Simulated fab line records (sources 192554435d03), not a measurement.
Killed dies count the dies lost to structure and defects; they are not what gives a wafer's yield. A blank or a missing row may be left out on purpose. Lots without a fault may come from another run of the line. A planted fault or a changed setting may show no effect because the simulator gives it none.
Chamber matching / flow n5Finfet / N5_BEOL_M7_VIA_ETCH_34 on rieDiel-01 has 4 sister chambers
The step etches SiCOH lowk in C4F6/O2, target depth 125.5 nm, time 50.5 s. 14 wafers are shown with their chamber, then 7 later ones without.

== WAFERS PAIRED WITH THEIR CHAMBERS ==
wafer=L074.2; chamber=1; drypumpMotorCurrentA (A)=5.8; showerheadPlenumPTorr (Torr)=3.01; rfVppV (V)=667
wafer=L074.5; chamber=1; drypumpMotorCurrentA (A)=5.8; showerheadPlenumPTorr (Torr)=3.01; rfVppV (V)=668
wafer=L074.6; chamber=0; drypumpMotorCurrentA (A)=6.0; showerheadPlenumPTorr (Torr)=2.91; rfVppV (V)=667
wafer=L081.1; chamber=3; drypumpMotorCurrentA (A)=4.9; showerheadPlenumPTorr (Torr)=2.93; rfVppV (V)=663
wafer=L081.4; chamber=1; drypumpMotorCurrentA (A)=5.8; showerheadPlenumPTorr (Torr)=3.01; rfVppV (V)=668
wafer=L081.6; chamber=3; drypumpMotorCurrentA (A)=4.9; showerheadPlenumPTorr (Torr)=2.93; rfVppV (V)=663
wafer=L087.2; chamber=1; drypumpMotorCurrentA (A)=5.8; showerheadPlenumPTorr (Torr)=3.00; rfVppV (V)=668
wafer=L087.5; chamber=0; drypumpMotorCurrentA (A)=6.0; showerheadPlenumPTorr (Torr)=2.90; rfVppV (V)=667
wafer=L087.6; chamber=1; drypumpMotorCurrentA (A)=5.8; showerheadPlenumPTorr (Torr)=3.00; rfVppV (V)=668
wafer=L088.2; chamber=1; drypumpMotorCurrentA (A)=5.8; showerheadPlenumPTorr (Torr)=3.00; rfVppV (V)=667
wafer=L088.3; chamber=3; drypumpMotorCurrentA (A)=4.9; showerheadPlenumPTorr (Torr)=2.92; rfVppV (V)=662
wafer=L088.5; chamber=0; drypumpMotorCurrentA (A)=6.0; showerheadPlenumPTorr (Torr)=2.90; rfVppV (V)=667
wafer=L089.2; chamber=3; drypumpMotorCurrentA (A)=4.8; showerheadPlenumPTorr (Torr)=2.92; rfVppV (V)=661
wafer=L089.3; chamber=2; drypumpMotorCurrentA (A)=6.4; showerheadPlenumPTorr (Torr)=2.93; rfVppV (V)=664

SIGNATURES (means of the wafers above)
reading=drypumpMotorCurrentA; chamber 0=6.000; chamber 1=5.800; chamber 2=6.400; chamber 3=4.875; scatter within a chamber=0.0274
reading=showerheadPlenumPTorr; chamber 0=2.9033; chamber 1=3.0050; chamber 2=2.9300; chamber 3=2.9250; scatter within a chamber=0.00563
reading=rfVppV; chamber 0=667.00; chamber 1=667.67; chamber 2=664.00; chamber 3=662.25; scatter within a chamber=0.639
Rule: for each reading, subtract the chamber's mean from the wafer's reading, divide by that reading's scatter and square the result; add these up over the readings and take the root, which gives the wafer's distance from the chamber. If the next closest chamber is less than 2 further off than the closest, the wafer can't be placed; otherwise it belongs to the closest. The scatter: take each reading less its chamber's mean, square it, sum over the shown wafers, divide by the number of wafers less the number of chambers, and take the root.

== WAFERS WITH NO CHAMBER GIVEN ==
wafer=L089.6; drypumpMotorCurrentA (A)=4.9; showerheadPlenumPTorr (Torr)=2.92; rfVppV (V)=661
wafer=L095.1; drypumpMotorCurrentA (A)=6.0; showerheadPlenumPTorr (Torr)=2.89; rfVppV (V)=665
wafer=L095.3; drypumpMotorCurrentA (A)=5.8; showerheadPlenumPTorr (Torr)=2.99; rfVppV (V)=666
wafer=L095.4; drypumpMotorCurrentA (A)=4.9; showerheadPlenumPTorr (Torr)=2.91; rfVppV (V)=663
wafer=L096.2; drypumpMotorCurrentA (A)=4.9; showerheadPlenumPTorr (Torr)=2.91; rfVppV (V)=661
wafer=L096.3; drypumpMotorCurrentA (A)=5.8; showerheadPlenumPTorr (Torr)=2.99; rfVppV (V)=667
wafer=L096.6; drypumpMotorCurrentA (A)=6.0; showerheadPlenumPTorr (Torr)=2.89; rfVppV (V)=665

== CHAMBER TAKEN BY EACH ==
wafer=L089.6; from the rows above=3; in truth=3
wafer=L095.1; from the rows above=0; in truth=0
wafer=L095.3; from the rows above=1; in truth=1
wafer=L095.4; from the rows above=3; in truth=3
wafer=L096.2; from the rows above=3; in truth=3
wafer=L096.3; from the rows above=1; in truth=1
wafer=L096.6; from the rows above=0; in truth=0
7 of 7 placed correctly. Left unplaced by these rows: 0. 0 placed wrongly.
